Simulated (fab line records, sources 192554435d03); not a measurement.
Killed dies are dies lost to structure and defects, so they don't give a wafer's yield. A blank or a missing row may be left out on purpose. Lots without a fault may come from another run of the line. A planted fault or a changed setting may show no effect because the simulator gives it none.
Which tool did it? | flow n5_finfet | 8 lots, 24 wafers sampled, at 5 steps of a route of 1938

WHAT THE GAUGES READ, wafer by wafer
N5_BEOL_M4_RC_MEAS_101.
lot  | measured     | on        | DIBL_N (mV/V)  | DIBL_P (mV/V)  | IOFF_N (nA/um)    | IOFF_N_85C (nA/um) | IOFF_N_LIN (nA/um) | IOFF_N_LONG (nA/um)         | IOFF_P (nA/um) | IOFF_P_LIN (nA/um) | IOFF_P_LONG (nA/um)        | ION_N (uA/um) | ION_P (uA/um) | SS_N (mV/dec)  | SS_P (mV/dec)  | VT_N (mV)         | VT_N_LONG (mV)    | VT_N_LVT (mV)    | VT_P (mV)      | VT_P_LONG (mV)       | VT_P_LVT (mV)
L967 | day 8 14:34  | prober-02 | 36.8 37.5 38.1 | 36.5 36.5 37.9 | 0.161 0.173 0.186 | 3.1 3.4 3.6        | 0.076 0.081 0.086  | 5.87e-05 5.83e-05 5.94e-05  | 0.26 0.25 0.29 | 0.122 0.115 0.128  | 0.00012 0.000112 0.000118  | 684 680 689   | 479 475 482   | 71.6 72.0 71.9 | 73.5 73.7 73.7 | 249.2 247.9 245.9 | 276.9 273.2 274.0 | 98.9 97.0 97.1   | -243 -248 -244 | -269.9 -272.3 -271.4 | -94.5 -95.4 -93.4
L971 | day 9 05:38  | prober-01 | 35.7 37.9 37.6 | 35.3 38.6 37.6 | 0.411 0.182 0.172 | 6.9 3.5 3.3        | 0.196 0.083 0.080  | 0.0001317 5.15e-05 5.25e-05 | 0.13 0.24 0.22 | 0.064 0.107 0.102  | 7.7e-05 0.0001 9.7e-05     | 731 680 689   | 444 464 470   | 71.3 71.5 71.0 | 73.8 74.6 74.1 | 222.1 247.2 249.3 | 245.6 277.7 275.8 | 71.3 97.7 98.5   | -263 -248 -251 | -287.0 -274.9 -273.5 | -112.1 -99.3 -101.1
L976 | day 11 06:55 | prober-02 | 37.1 36.3 36.3 | 38.5 37.9 36.7 | 0.565 0.174 0.494 | 9.1 3.4 8.2        | 0.253 0.077 0.225  | 0.0001427 5.49e-05 0.000139 | 0.15 0.21 0.14 | 0.068 0.097 0.065  | 8.2e-05 0.000101 8.4e-05   | 749 664 734   | 443 456 435   | 71.3 72.3 72.1 | 74.1 73.2 73.7 | 214.5 247.0 218.1 | 242.7 274.8 245.2 | 64.3 96.6 66.4   | -263 -251 -263 | -286.9 -277.3 -284.7 | -108.5 -99.9 -111.6
L979 | day 11 18:47 | prober-02 | 36.8 38.4 37.9 | 37.7 39.3 38.4 | 0.165 0.190 0.181 | 3.2 3.6 3.5        | 0.077 0.086 0.083  | 5.51e-05 5.5e-05 5.64e-05   | 0.23 0.27 0.25 | 0.108 0.121 0.111  | 0.00011 0.000108 0.000106  | 676 678 676   | 463 470 468   | 71.1 71.7 71.4 | 74.2 73.5 73.5 | 250.1 249.8 249.2 | 275.5 277.9 275.5 | 96.8 96.2 96.6   | -249 -246 -249 | -273.2 -276.5 -274.0 | -95.2 -93.2 -95.2
L981 | day 12 08:54 | prober-02 | 38.2 35.8 35.6 | 39.0 36.5 35.4 | 0.202 0.160 0.148 | 3.8 3.1 2.9        | 0.090 0.073 0.070  | 5.56e-05 5.55e-05 5.7e-05   | 0.26 0.21 0.19 | 0.118 0.103 0.094  | 0.000113 0.000108 0.000108 | 680 660 676   | 470 454 460   | 71.1 71.4 71.3 | 73.4 72.9 73.3 | 245.6 248.4 250.4 | 277.3 277.0 273.9 | 94.1 98.4 98.7   | -246 -249 -252 | -274.4 -273.8 -274.0 | -95.5 -97.0 -99.0
L982 | day 12 12:41 | prober-02 | 36.8 36.8 37.8 | 38.5 38.7 40.1 | 0.174 0.182 0.198 | 3.3 3.5 3.7        | 0.081 0.085 0.091  | 5.41e-05 5.21e-05 5.27e-05  | 0.21 0.24 0.25 | 0.098 0.107 0.114  | 9.8e-05 0.0001 0.0001      | 686 684 688   | 462 470 467   | 71.9 71.7 72.4 | 73.5 73.6 73.6 | 247.8 248.8 244.6 | 274.7 279.0 278.9 | 97.8 96.6 95.5   | -251 -248 -246 | -278.5 -278.3 -278.2 | -98.9 -97.0 -96.4
L987 | day 13 21:52 | prober-02 | 37.4 35.0 37.4 | 36.8 33.4 36.2 | 0.154 0.117 0.156 | 3.1 2.4 3.1        | 0.071 0.056 0.070  | 5.35e-05 5.44e-05 5.33e-05  | 0.21 0.16 0.20 | 0.101 0.084 0.098  | 0.000106 0.000108 0.000102 | 669 668 664   | 464 456 455   | 71.8 71.4 71.9 | 73.0 72.8 73.4 | 251.2 254.7 252.8 | 275.3 274.8 276.1 | 98.9 103.3 100.1 | -249 -253 -249 | -276.4 -277.2 -274.1 | -98.7 -102.9 -99.1
L988 | day 13 15:49 | prober-02 | 37.3 38.3 37.7 | 36.0 37.0 35.6 | 0.184 0.213 0.183 | 3.5 4.0 3.5        | 0.084 0.089 0.082  | 5.79e-05 5.74e-05 5.86e-05  | 0.25 0.29 0.25 | 0.116 0.127 0.118  | 0.000119 0.00012 0.000121  | 675 673 673   | 464 460 462   | 71.8 71.7 72.7 | 73.7 74.9 74.1 | 246.7 245.4 249.9 | 272.7 275.2 272.6 | 96.9 94.9 97.1   | -246 -246 -247 | -272.1 -272.3 -272.5 | -94.7 -93.7 -94.8

WHICH TOOL RAN EACH LOT (tool, then ch and the chambers of the sampled wafers, then the start)
lot  | N5_HKMG_FIN_STRIP_34              | N5_HKMG_FIN_ALD_91                 | N5_HKMG_FIN_STRIP_88                | N5_HKMG_FIN_STRIP_69
L967 | rie_diel-05 ch 0,1,3, day 4 15:46 | ald_metal-03 ch 0,2,3, day 4 16:28 | plasma_asher-02 ch 0,1, day 4 17:04 | plasma_asher-02 ch 0,1, day 4 18:15
L971 | rie_diel-05 ch 1,2,3, day 5 12:44 | ald_metal-03 ch 0,1,2, day 5 13:28 | plasma_asher-02 ch 0,1, day 5 14:03 | plasma_asher-02 ch 0,1, day 5 15:14
L976 | rie_diel-03 ch 0,3, day 6 22:45   | ald_metal-03 ch 1,3, day 6 23:27   | plasma_asher-02 ch 0,1, day 7 00:03 | plasma_asher-01 ch 0,1, day 7 01:14
L979 | rie_diel-03 ch 1,2, day 7 15:16   | ald_metal-01 ch 1,2,3, day 7 15:58 | plasma_asher-01 ch 0, day 7 16:35   | plasma_asher-01 ch 0, day 7 17:46
L981 | rie_diel-04 ch 1,3, day 8 02:52   | ald_metal-01 ch 1,2,3, day 8 03:34 | plasma_asher-01 ch 0,1, day 8 04:17 | plasma_asher-01 ch 0,1, day 8 05:28
L982 | rie_diel-05 ch 2,3, day 8 11:05   | ald_metal-01 ch 0,1, day 8 11:52   | plasma_asher-01 ch 0, day 8 12:27   | plasma_asher-01 ch 1, day 8 13:39
L987 | rie_diel-05 ch 1,2, day 9 16:43   | ald_metal-02 ch 0,1,2, day 9 17:25 | plasma_asher-02 ch 1, day 9 18:02   | plasma_asher-02 ch 0,1, day 9 19:13
L988 | rie_diel-04 ch 0,1,3, day 9 20:08 | ald_metal-02 ch 2,3, day 9 20:50   | plasma_asher-02 ch 0,1, day 9 21:26 | plasma_asher-01 ch 0,1, day 9 22:38
- N5_HKMG_FIN_STRIP_34: strips in CF4.
- N5_HKMG_FIN_ALD_91: deposits TiN, target thk 1 nm, pulse time 1 s, purge time 3 s.
- N5_HKMG_FIN_STRIP_88: strips in N2/H2, time 360 s.
- N5_HKMG_FIN_STRIP_69: strips in N2/H2, time 360 s.

WHAT THE TOOLS THEMSELVES READ (means of the sampled wafers that have a number; where no wafer has one, the mark that the record gives instead)
N5_HKMG_FIN_STRIP_34.
lot  | tool        | drypump_motor_current_A (A) | oes_product_au (a.u.) | rf_fwd_power_W (W) | rf_vpp_V (V) | showerhead_plenum_p_Torr (Torr) | throttle_valve_pct (%)
L967 | rie_diel-05 | 6.1                         | 0.77                  | 292.7              | 270.9        | 1.79                            | 13.7
L971 | rie_diel-05 | 6.3                         | 0.75                  | 294.6              | 271.2        | 1.79                            | 13.7
L976 | rie_diel-03 | 6.1                         | 0.83                  | 293.9              | 271.1        | 1.82                            | 13.5
L979 | rie_diel-03 | 5.8                         | 0.77                  | 294.5              | 271.6        | 1.82                            | 14.0
L981 | rie_diel-04 | 6.2                         | 0.68                  | 296.6              | 269.1        | 1.73                            | 14.0
L982 | rie_diel-05 | 6.2                         | 0.74                  | 293.0              | 271.5        | 1.82                            | 13.8
L987 | rie_diel-05 | 6.3                         | 0.83                  | 294.7              | 270.1        | 1.75                            | 13.4
L988 | rie_diel-04 | 5.9                         | 0.86                  | 294.6              | 272.5        | 1.84                            | 13.5

N5_HKMG_FIN_ALD_91.
lot  | tool         | heater_power_outer_w (W) | heater_power_w (W) | precursor_pulse_height_rel
L967 | ald_metal-03 | 501                      | 822                | 1.018
L971 | ald_metal-03 | 533                      | 892                | 1.005
L976 | ald_metal-03 | 591                      | 969                | 1.004
L979 | ald_metal-01 | 626                      | 955                | 0.988
L981 | ald_metal-01 | 629                      | 965                | 0.999
L982 | ald_metal-01 | 632                      | 970                | 0.996
L987 | ald_metal-02 | 526                      | 851                | 0.997
L988 | ald_metal-02 | 525                      | 854                | 1.003

N5_HKMG_FIN_STRIP_88.
lot  | tool            | drypump_motor_current_A (A) | heater_power_w (W)
L967 | plasma_asher-02 | 5.49                        | 479
L971 | plasma_asher-02 | 5.63                        | 475
L976 | plasma_asher-02 | 5.62                        | 467
L979 | plasma_asher-01 | 5.39                        | 440
L981 | plasma_asher-01 | 5.51                        | 485
L982 | plasma_asher-01 | 5.39                        | 450
L987 | plasma_asher-02 | 5.75                        | 475
L988 | plasma_asher-02 | 5.50                        | 471

N5_HKMG_FIN_STRIP_69.
lot  | tool            | drypump_motor_current_A (A) | heater_power_w (W)
L967 | plasma_asher-02 | 5.61                        | 471
L971 | plasma_asher-02 | 5.61                        | 479
L976 | plasma_asher-01 | 5.63                        | 517
L979 | plasma_asher-01 | 5.43                        | 445
L981 | plasma_asher-01 | 5.52                        | 482
L982 | plasma_asher-01 | 5.74                        | 541
L987 | plasma_asher-02 | 5.49                        | 477
L988 | plasma_asher-01 | 5.64                        | 512

THE ANSWER, worked out from the rows above alone
Rule: what is usual is taken from the lots themselves. Put in order of their means at a reading, lots are off if they are a third of the lots or fewer, leave a main group of 4 or more, and stand apart from it by a gap of 3 or more times the standard deviation of the main group's means; of several such gaps the widest counts. A main group whose means are all the same, to the digits that the tables above print for the reading, isn't used. A lot without any number at a reading at which 4 lots or more have one is off too. The other lots that the step has rows for count as sound. The gauges are gone through in route order, then the tools' own readings, and for those a lot's mean is taken as printed above. The first step at which some lot is off is used, and at that step the reading that is off furthest; a lot without a number counts as furthest.
Off: L971, L976, at N5_BEOL_M4_RC_MEAS_101 (IOFF_N_LONG). The main group: mean 5.58e-05 nA/um, standard deviation 2.1e-06.
A tool fits if, at a process step before that reading, it ran every lot that is off, and no sound lot after the first of them. The gauges at N5_BEOL_M4_RC_MEAS_101 are tried like those tools. One fits: ald_metal-03 at N5_HKMG_FIN_ALD_91. Its last sound lot is L967 (day 4 16:28), its first lot that is off L971 (day 5 13:28): a fault that began between those two fits.

WHAT THE SIMULATOR HAD PUT IN
Process parameter drift: ald_metal-03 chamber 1, from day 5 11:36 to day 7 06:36, at N5_HKMG_FIN_ALD_91. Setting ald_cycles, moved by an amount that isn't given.
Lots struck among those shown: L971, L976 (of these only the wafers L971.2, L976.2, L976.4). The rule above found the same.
